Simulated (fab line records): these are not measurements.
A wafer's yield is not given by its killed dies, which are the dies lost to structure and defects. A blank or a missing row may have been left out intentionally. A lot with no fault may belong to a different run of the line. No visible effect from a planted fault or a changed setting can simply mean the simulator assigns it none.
2 desks, one fault | flow nand-harc | what lay behind the numbers comes last; until then each desk has only its own

AT THE TOOL OWNER'S DESK: pecvd-03
The tool's own readings at NHARC_A_DECK1_JOINT_DEP_16 (deposits SiO2, target thk 45 nm): means of the sampled wafers that have a number, for each lot that ran on this tool. Any lot whose mean is over 4 standard deviations away from the usual mean is out of limits and marked OUT; that distance is given in the brackets.
Columns: A = heater-power-w at NHARC_A_DECK1_JOINT_DEP_16, usual 565 W; B = throttle-valve-pct at NHARC_A_DECK1_JOINT_DEP_16, usual 15.7 %
lot  | first seen here | A   | B
L632 | day 12 12:25    | 503 | 15.9
L636 | day 14 00:40    | 580 | 15.4
L646 | day 18 12:38    | 568 | 15.7
L649 | day 18 20:43    | 504 | 15.5
L655 | day 22 09:22    | 491 | 15.8
This desk's finding: nothing out of limits on any of the 5 lots.

METROLOGY DESK
Lot by lot, what the gauges showed, no matter which tool ran the lot: averages of those sampled wafers that carry a number. Any lot whose mean is over 4 standard deviations away from the usual mean is out of limits and marked OUT; that distance is given in the brackets.
Columns: A = thk-nm at NHARC_A_DECK1_JOINT_THK_MEAS_17, usual 45.1 nm; B = thk-nm at NHARC_A_ONON_D2_THK_MEAS_11, usual 1001 nm; C = thk-nm at NHARC_A_ONON_D2_THK_MEAS_24, usual 1002 nm
lot  | first seen here | A    | B    | C
L632 | day 12 12:41    | 45.5 | 1011 | 1009
L633 | day 12 12:46    | 45.4 | 986  | 1001
L635 | day 13 19:30    | 44.9 | 987  | 1009
L636 | day 14 00:56    | 46.2 | 992  | 997
L637 | day 14 11:44    | 44.3 | 997  | 1022
L638 | day 14 11:50    | 43.7 | 1010 | 983
L639 | day 15 03:58    | 45.9 | 1012 | 997
L642 | day 16 11:50    | 44.2 | 999  | 1003
L646 | day 18 12:55    | 42.4 | 994  | 994
L649 | day 18 20:56    | 42.4 | 1003 | 1000
L653 | day 21 04:48    | 45.7 | 991  | 988
L654 | day 21 12:55    | 46.2 | 1014 | 1002
L655 | day 22 09:35    | 44.1 | 1004 | 1015
This desk's finding: nothing out of limits on any of the 13 lots.

TAKEN TOGETHER
Nothing out of limits was seen by the tool owner's desk.
Metrology desk: nothing out of limits seen.

WHAT WAS PUT IN BY THE SIMULATOR
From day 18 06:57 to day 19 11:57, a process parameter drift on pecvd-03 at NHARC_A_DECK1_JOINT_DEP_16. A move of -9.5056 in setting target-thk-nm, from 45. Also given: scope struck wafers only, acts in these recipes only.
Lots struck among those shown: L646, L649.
